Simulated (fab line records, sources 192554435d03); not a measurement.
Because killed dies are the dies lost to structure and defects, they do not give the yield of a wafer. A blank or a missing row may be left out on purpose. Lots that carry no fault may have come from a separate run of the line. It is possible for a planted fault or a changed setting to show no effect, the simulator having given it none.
Matching of chambers -- flow n5-finfet -- N5_BEOL_M7_ETCH_65 on rie-diel-02 has 4 sister chambers
The step etches SiARC in CF4, target depth 15.6 nm, time 26 s. 4 wafers are shown with their chamber, then 8 later ones without.

## WAFERS, EACH WITH ITS CHAMBER
wafer,chamber,showerhead-plenum-p-Torr (Torr)
L085.1,3,2.09
L087.1,0,2.21
L087.2,2,2.10
L093.2,1,2.15

## WAFERS MISSING THEIR CHAMBER
wafer,showerhead-plenum-p-Torr (Torr)
L093.3,2.08
L093.5,2.15
L095.1,2.15
L095.2,2.21
L095.5,2.08
L096.2,2.21
L096.4,2.15
L096.6,2.10

## THE CHAMBER EACH PASSED THROUGH
wafer,from the rows above,in truth
L093.3,3,3
L093.5,1,1
L095.1,1,1
L095.2,0,0
L095.5,3,3
L096.2,0,0
L096.4,1,1
L096.6,2,2
Placed correctly: 8 of 8. Number that these rows cannot place: 0. Placed wrongly: 0.
How it was worked out, from the rows above alone: a wafer's distance from a chamber is the root of the sum, over the readings, of the square of ((its reading less the chamber's mean) divided by the reading's scatter). If the next closest chamber is less than 2 further off than the closest, the wafer can't be placed; otherwise it belongs to the closest. A chamber's mean is the mean of its shown wafers. The scatter: with one shown wafer a chamber, the root of the mean of the squares of how far each hidden wafer lies from its nearest shown one.
